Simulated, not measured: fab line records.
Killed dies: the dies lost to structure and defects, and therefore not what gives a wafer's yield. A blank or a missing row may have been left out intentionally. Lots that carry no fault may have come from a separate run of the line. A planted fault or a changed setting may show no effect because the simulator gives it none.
Split-lot study | flow n5-finfet | 7 lots, 21 wafers read, on a route of 1938 steps

## ON THE SPLIT
At N5_BEOL_M3_COAT_05 (resist thk 30 nm), the setting spin-rpm was moved away from the recipe's 1500 rpm on 5 of the 21 wafers read, by +3.0% to +11.1%. All remaining wafers had this setting at the recipe value.

## FROM THE SPLIT TO THE READING: what the file shows between them, 4 steps
- N5_BEOL_M3_EBR_07
- N5_BEOL_M3_SOFTBAKE_06: time 60 s
- N5_BEOL_M3_EXPOSE_08: exposes mask M3
- N5_BEOL_M3_PEB_09: peb time 60 s

## THE READING
CAR-EUV_of_BEOL_M3_COAT_05.thk-nm (the simulator's own value, which no gauge read), in nm, at N5_BEOL_M3_DEVELOP_10 (develop time 30 s). The file does not state a usual value for it. Average 29.5 nm, standard deviation 0.097 nm, over the 16 wafers here run with the recipe.

wafer  | tool, chamber at the split | spin-rpm as run, rpm | against the recipe | CAR-EUV_of_BEOL_M3_COAT_05.thk-nm, nm | against lot-mates on the recipe
L076.2 | litho-track-02, 0          | 1500                 | recipe             | 29.6                                  | -
L076.6 | litho-track-02, 0          | 1500                 | recipe             | 29.6                                  | -
L076.4 | litho-track-02, 0          | 1667                 | +11.1%             | 28                                    | -1.6
L078.1 | litho-track-05, 0          | 1545                 | +3.0%              | 29                                    | -0.4
L078.2 | litho-track-05, 0          | 1500                 | recipe             | 29.4                                  | -
L078.6 | litho-track-05, 0          | 1500                 | recipe             | 29.4                                  | -
L082.3 | litho-track-02, 0          | 1589                 | +5.9%              | 28.6                                  | -0.9
L082.4 | litho-track-02, 0          | 1500                 | recipe             | 29.4                                  | -
L082.5 | litho-track-02, 0          | 1500                 | recipe             | 29.6                                  | -
L083.1 | litho-track-01, 0          | 1500                 | recipe             | 29.4                                  | -
L083.2 | litho-track-01, 0          | 1500                 | recipe             | 29.4                                  | -
L083.5 | litho-track-01, 0          | 1610                 | +7.3%              | 28.4                                  | -1.0
L089.2 | litho-track-05, 0          | 1500                 | recipe             | 29.6                                  | -
L089.3 | litho-track-05, 0          | 1500                 | recipe             | 29.6                                  | -
L089.4 | litho-track-05, 0          | 1500                 | recipe             | 29.6                                  | -
L092.1 | litho-track-01, 0          | 1500                 | recipe             | 29.4                                  | -
L092.2 | litho-track-01, 0          | 1500                 | recipe             | 29.4                                  | -
L092.4 | litho-track-01, 0          | 1500                 | recipe             | 29.4                                  | -
L096.1 | litho-track-01, 0          | 1614                 | +7.6%              | 28.4                                  | -1.0
L096.2 | litho-track-01, 0          | 1500                 | recipe             | 29.4                                  | -
L096.3 | litho-track-01, 0          | 1500                 | recipe             | 29.4                                  | -

THE FIT
A straight line over all 21 wafers: CAR-EUV_of_BEOL_M3_COAT_05.thk-nm changes by -0.139 nm for each +1% of spin-rpm; r = -0.98; the points scatter about the line by 0.093 nm.
The same after taking each lot's own level away (the mean of its wafers on the recipe; 21 wafers): -0.141 nm for each +1%; r = -1.00; scatter 0.041 nm.
The reading moves by 1.6 nm for the largest change in spin-rpm, on that fit.
From 29.40 to 29.60 nm: that is the span of the lots' own levels, equal to 2.1 times the standard deviation above.
Hence the lot-to-lot level has little effect on the slope; both slopes agree.
Check: with one of the wafers moved furthest among these (+11.1%) left out of the fit, the line predicts -1.53 nm for it against its lot-mates. Against them it came out at -1.6 nm.

## OTHER SPLITS ON THESE WAFERS
Note: prior to the reading, these wafers also went through further splits. Each is held against what the fit with the lots' levels taken away leaves over:
other split on the same wafers     | wafers away from the commonest value | r with CAR-EUV_of_BEOL_M3_COAT_05.thk-nm (lot level and that fit taken away)
N5_BEOL_M2_TRENCH_ETCH_37 source-w | 6                                    | -0.03
N5_BEOL_M3_PECVD_72 time-s         | 9                                    | -0.16

## THE WHOLE CHAIN: every reading that the file lists as answering this split, in the file's order
step                  | what it does      | reading                                                                            | change (the file's fit)               | r (the file's)
N5_BEOL_M3_COAT_05    | resist thk 30 nm  | CAR-EUV_of_BEOL_M3_COAT_05.thk-nm (the simulator's own value, which no gauge read) | -0.151 nm for each +1% of the setting | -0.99
N5_BEOL_M3_DEVELOP_10 | develop time 30 s | CAR-EUV_of_BEOL_M3_COAT_05.thk-nm (the simulator's own value, which no gauge read) | -0.14 nm for each +1% of the setting  | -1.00

## FILE'S OWN FIT
CAR-EUV_of_BEOL_M3_COAT_05.thk-nm changes by -0.14 nm for each +1% of spin-rpm, r = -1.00.
